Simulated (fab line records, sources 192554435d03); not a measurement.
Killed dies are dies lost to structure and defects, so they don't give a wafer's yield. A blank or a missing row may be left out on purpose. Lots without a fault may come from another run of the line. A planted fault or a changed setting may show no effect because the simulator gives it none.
Matching of chambers    flow n5 finfet    N5_BEOL_M5_ALD_86 on ald metal-03 has 4 sister chambers
The step deposits TaN, pulse time 2 s, purge time 3 s, co reactant purge time 2 s. 8 wafers are shown with their chamber, then 11 later ones without.

== WAFERS, EACH WITH ITS CHAMBER ==
wafer   chamber  heater power w (W)  susceptor temp C (C)
L080.1  2        510                 275.17
L084.3  1        410                 275.11
L084.5  0        356                 275.25
L084.6  3        316                 274.83
L088.1  3        313                 275.13
L088.3  2        501                 274.71
L088.6  0        357                 275.14
L087.1  1        410                 274.92

== WAFERS WITHOUT THEIR CHAMBER ==
wafer   heater power w (W)  susceptor temp C (C)
L087.2  495                 274.95
L087.5  504                 275.16
L089.2  360                 275.10
L089.3  417                 275.18
L089.5  357                 274.77
L092.3  312                 274.94
L092.4  400                 274.54
L092.5  310                 275.02
L095.2  316                 275.05
L095.3  360                 275.15
L095.6  403                 274.73

== CHAMBER TAKEN BY EACH ==
wafer   from the rows above  in truth
L087.2  2                    2
L087.5  2                    2
L089.2  0                    0
L089.3  1                    1
L089.5  0                    0
L092.3  3                    3
L092.4  1                    1
L092.5  3                    3
L095.2  3                    3
L095.3  0                    0
L095.6  1                    1
Correctly placed: 11 of 11. Left unplaced by these rows: 0. 0 placed wrongly.
How it was worked out, from the rows above alone: a wafer's distance from a chamber is the root of the sum, over the readings, of the square of ((its reading less the chamber's mean) divided by the reading's scatter). The wafer belongs to the nearest chamber; if the next one is less than 2 further off, it can't be placed. For every chamber, the mean is computed from those of its wafers that are shown. The scatter: the root of (the sum of the squares of (reading less its chamber's mean) over the shown wafers, divided by (wafers less chambers)).
